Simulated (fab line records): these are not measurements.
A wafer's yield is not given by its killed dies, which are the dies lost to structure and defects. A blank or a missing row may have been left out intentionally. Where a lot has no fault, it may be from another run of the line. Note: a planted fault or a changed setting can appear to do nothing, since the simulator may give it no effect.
Chamber matching / flow nandHarc / NHARC_P_CONTACT_CMP_01 on cmp-01: 4 sister chambers
The step polishes SiO2, target thk 200 nm. 4 wafers are shown with their chamber, then 8 later ones without.

WAFERS WITH THEIR CHAMBER
wafer=L091.6; chamber=1; motorCurrentA (A)=12.8
wafer=L093.4; chamber=2; motorCurrentA (A)=11.9
wafer=L093.6; chamber=3; motorCurrentA (A)=12.1
wafer=L095.1; chamber=0; motorCurrentA (A)=11.3

WAFERS MISSING THEIR CHAMBER
wafer=L095.4; motorCurrentA (A)=12.1
wafer=L095.5; motorCurrentA (A)=11.1
wafer=L096.2; motorCurrentA (A)=12.3
wafer=L096.3; motorCurrentA (A)=12.4
wafer=L096.4; motorCurrentA (A)=11.3
wafer=L096.1; motorCurrentA (A)=12.0
wafer=L096.5; motorCurrentA (A)=11.1
wafer=L096.6; motorCurrentA (A)=12.6

EACH ONE'S CHAMBER
wafer=L095.4; from the rows above=can't be placed: 3 or 2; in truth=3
wafer=L095.5; from the rows above=0; in truth=0
wafer=L096.2; from the rows above=can't be placed: 3 or 2 or 1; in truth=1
wafer=L096.3; from the rows above=can't be placed: 3 or 1 or 2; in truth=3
wafer=L096.4; from the rows above=0; in truth=0
wafer=L096.1; from the rows above=can't be placed: 2 or 3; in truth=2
wafer=L096.5; from the rows above=0; in truth=0
wafer=L096.6; from the rows above=can't be placed: 1 or 3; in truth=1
Placed correctly: 3 of 8. These rows do not allow placing 5 (true chamber among the candidates in 5). Number placed wrongly: 0.
How it was worked out, from the rows above alone: a wafer's distance from a chamber is the root of the sum, over the readings, of the square of ((its reading less the chamber's mean) divided by the reading's scatter). If the next closest chamber is less than 2 further off than the closest, the wafer can't be placed; otherwise it belongs to the closest. A chamber's mean is the mean of its shown wafers. The scatter: with one shown wafer a chamber, the root of the mean of the squares of how far each hidden wafer lies from its nearest shown one.
